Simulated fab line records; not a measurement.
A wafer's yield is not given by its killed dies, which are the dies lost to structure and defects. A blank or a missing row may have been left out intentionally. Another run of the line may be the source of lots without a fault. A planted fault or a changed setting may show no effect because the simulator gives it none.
8D (eight disciplines) problem report, filled in by code + flow n5 finfet + the parts of the form that need people (team, actions taken, sign-off) are left out

## 1. WHAT IS WRONG
At N5_FIN_CUT_COAT_18, plate temp C averages 243.97 C over 6 wafers from 2 lots, while fault-free wafers read 249.97 C, standard deviation 0.15. Relative to the usual mean, that is a shift of -40 standard deviations.
The step: time 60 s, resist thk 230 nm.
First observed at day 6 02:38: wafer L751.2, on litho track-04. Wafers with a number at this step in the record: 30, from 10 lots. Rule for "out", or "out of limits": more than 4 standard deviations from the usual mean. The rest of the wafers with a number are treated as sound.

## 2. WHAT IT IS, AND WHAT IT ISN'T
| question                    | is                                 | is not                                                                    |
|-----------------------------|------------------------------------|---------------------------------------------------------------------------|
| which readings at this step | plate temp C, heater power total W | resist line temp C, spin speed rpm                                        |
| which lots                  | L751, L754                         | L736, L737, L741, L743, L744, L748, L752, L756                            |
| which wafers of those lots  | all that have a number             | -                                                                         |
| read on which tools         | litho track-04                     | litho track-01, litho track-03                                            |
| when                        | from day 6 02:38                   | up to then (18 sound wafers); but 6 sound wafers of L752, L756 came after |

## 3. WHAT RULES OUT EACH SUSPECT
Counting: a tool stays on the suspect list if, at a process step up to the reading, it processed all lots that are out and no sound lot following the first of them.
- rie diel-06 at N5_FIN_SAQP_HM_OPEN_33 (chemistry CH3F/O2, target SiNx, target depth 49.4 nm, time 70.6 s): ruled out as a lasting fault. The sound lots L752 went through it after L751, its earliest lot that is out (day 6 02:04).
- litho track-04 at N5_FIN_CUT_COAT_18 (time 60 s, resist thk 230 nm): kept. All lots that are out passed through it, beginning with L751 at day 6 02:38, and no sound lot followed; its final sound lot before that point was L748 at day 5 09:22. Its own heater power total W, plate temp C readings are out on those wafers.
The count leaves litho track-04 at N5_FIN_CUT_COAT_18.

## 4. THE CAUSE (what the simulator had put in)
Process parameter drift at N5_FIN_CUT_COAT_18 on litho track-04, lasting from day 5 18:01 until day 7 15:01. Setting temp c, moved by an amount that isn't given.
Only this tool survived the counting.

## 5. THE CHAIN OF EFFECTS, in route order
Rows list readings where the struck wafers' mean (over those with a number) sits beyond 3 standard deviations from the usual. Only readings for which the record gives a usual standard deviation are gone through. hours: the time from each lot's start at the first step in this table that gives one to its start at this step, as a median over the lots. sigmas: the change in usual standard deviations.
| hours | step               | reading              | usual    | on struck wafers | change | sigmas |
|-------|--------------------|----------------------|----------|------------------|--------|--------|
| 0     | N5_FIN_CUT_COAT_18 | heater power total W | 500.1 W  | 484.2            | -15.9  | -8.8   |
| 0     | N5_FIN_CUT_COAT_18 | plate temp C         | 249.97 C | 243.97           | -6.00  | -40    |
Its process steps:
- N5_FIN_CUT_COAT_18: time 60 s, resist thk 230 nm.
Later measuring or inspecting steps at which every struck wafer that the step has a row for has a number for every such reading, and none has moved that far: N5_FIN_CUT_CD_MEAS_08.

## 6. HOW IT WOULD HAVE BEEN CAUGHT EARLIER
In this record the first reading out of limits was taken at day 6 02:38, 9 hours after the fault began at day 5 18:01.
